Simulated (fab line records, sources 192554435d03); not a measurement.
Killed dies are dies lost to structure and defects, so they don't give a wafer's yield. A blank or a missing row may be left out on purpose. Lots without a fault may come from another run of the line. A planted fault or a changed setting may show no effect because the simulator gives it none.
Chamber matching | flow n5_finfet | N5_BEOL_M13_DESCUM_15 on rie_diel-02: 4 sister chambers
The step chemistry O2, time 7.9 s. 8 wafers are shown with their chamber, then 8 later ones without.

WAFERS WITH THEIR CHAMBER
wafer  | chamber | drypump_motor_current_A (A) | showerhead_plenum_p_Torr (Torr)
L082.3 | 1       | 5.1                         | 2.03
L088.1 | 3       | 5.7                         | 2.03
L088.5 | 3       | 5.7                         | 2.03
L088.6 | 2       | 5.8                         | 2.21
L087.1 | 0       | 5.7                         | 2.07
L087.3 | 2       | 5.8                         | 2.20
L087.6 | 0       | 5.7                         | 2.07
L091.1 | 1       | 5.0                         | 2.02

WAFERS WITHOUT THEIR CHAMBER
wafer  | drypump_motor_current_A (A) | showerhead_plenum_p_Torr (Torr)
L091.2 | 5.7                         | 2.07
L091.3 | 5.7                         | 2.03
L093.1 | 5.7                         | 2.03
L093.2 | 5.7                         | 2.07
L093.4 | 5.1                         | 2.02
L097.2 | 5.7                         | 2.02
L097.3 | 5.1                         | 2.02
L097.5 | 5.8                         | 2.20

WHICH CHAMBER EACH WENT THROUGH
wafer  | from the rows above | in truth
L091.2 | 0                   | 0
L091.3 | 3                   | 3
L093.1 | 3                   | 3
L093.2 | 0                   | 0
L093.4 | 1                   | 1
L097.2 | 3                   | 3
L097.3 | 1                   | 1
L097.5 | 2                   | 2
Placed correctly: 8 of 8. Can't be placed from these rows: 0. Placed wrongly: 0.
How it was worked out, from the rows above alone: a wafer's distance from a chamber is the root of the sum, over the readings, of the square of ((its reading less the chamber's mean) divided by the reading's scatter). The wafer belongs to the nearest chamber; if the next one is less than 2 further off, it can't be placed. A chamber's mean is the mean of its shown wafers. The scatter: the root of (the sum of the squares of (reading less its chamber's mean) over the shown wafers, divided by (wafers less chambers)).
